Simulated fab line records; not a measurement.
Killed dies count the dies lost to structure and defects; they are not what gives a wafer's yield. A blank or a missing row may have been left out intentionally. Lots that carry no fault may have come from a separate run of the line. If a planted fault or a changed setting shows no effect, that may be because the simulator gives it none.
Problem report in the 8D (eight disciplines) form, filled by code | flow nand-harc | the parts of the form that need people (team, actions taken, sign-off) are left out

## 1. THE PROBLEM
At NHARC_A_BLC_CD_MEAS_10, cd-nm averages 105.2 nm over 5 wafers from 3 lots, while fault-free wafers read 100.1 nm, standard deviation 0.58. Measured from the usual mean, that is +8.7 standard deviations.
The step: target cd 100 nm.
Earliest sighting: wafer L966.1 on cd-sem-01 at day 25 23:17. The record holds 32 wafers of 11 lots with a number at this step. Rule for "out", or "out of limits": more than 4 standard deviations from the usual mean. The other wafers with a number count as sound.

## 2. WHAT IT IS, AND WHAT IT ISN'T
question                    | is                                     | is not
which readings at this step | cd-nm                                  | -
which lots                  | L966, L967, L970                       | L959, L961, L972, L975, L978, L979, L980, L981
which wafers of those lots  | L966.1, L967.1, L967.6, L970.1, L970.6 | L966.2, L966.3, L970.4
read on which gauges        | cd-sem-01, cd-sem-03                   | cd-sem-02
when                        | from day 25 23:17                      | up to then (8 sound wafers); but 19 sound wafers of L970, L972, L975, L978, L979, L980, L981 came after

## 3. SUSPECTS, AND WHAT RULES EACH OUT
Counting: a tool at a process step up to the reading stays a suspect if it ran every lot that is out. Sound lots after the first of them don't rule it out here, since some wafers of a struck lot are sound.
- the gauge at NHARC_A_BLC_CD_MEAS_10 has been ruled out. 2 gauges (cd-sem-01, cd-sem-03) read the wafers that are out.
- litho-track-04 at NHARC_A_BLC_PEB_08 (peb time 65 s): kept. Every lot that is out went through it, the first being L966 (day 25 23:13); the last sound lot it ran before that was L961 (day 23 19:12).
Left after counting: litho-track-04 at NHARC_A_BLC_PEB_08.

## 4. THE CAUSE (what the simulator had put in)
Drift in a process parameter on litho-track-04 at NHARC_A_BLC_PEB_08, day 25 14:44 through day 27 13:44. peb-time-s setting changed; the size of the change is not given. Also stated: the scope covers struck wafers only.
Counting left only this tool.

## 5. SEQUENCE OF EFFECTS, ordered by route
One row per reading whose mean, taken over the struck wafers that have a number, lies over 3 standard deviations from the usual. Readings are gone through only where the record gives a usual standard deviation; hours: the median, over the lots, of the time from a lot's start at the first step in this table giving one to that lot's start at this step; sigmas: the change measured in usual standard deviations.
hours | step                   | reading | usual    | on struck wafers | change | sigmas
0     | NHARC_A_BLC_CD_MEAS_10 | cd-nm   | 100.1 nm | 105.2            | +5.1   | +8.7

## 6. WHAT WOULD HAVE CAUGHT IT SOONER
Counted from the fault's start at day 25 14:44, it took 9 hours until the first out-of-limits reading at a measuring or inspecting step in this record, taken at day 25 23:17.
Among the 3 lots that are out, L967, L970 began NHARC_A_BLC_PEB_08 on litho-track-04 after day 25 23:17. A hold on the tool at that time would have spared those 2.
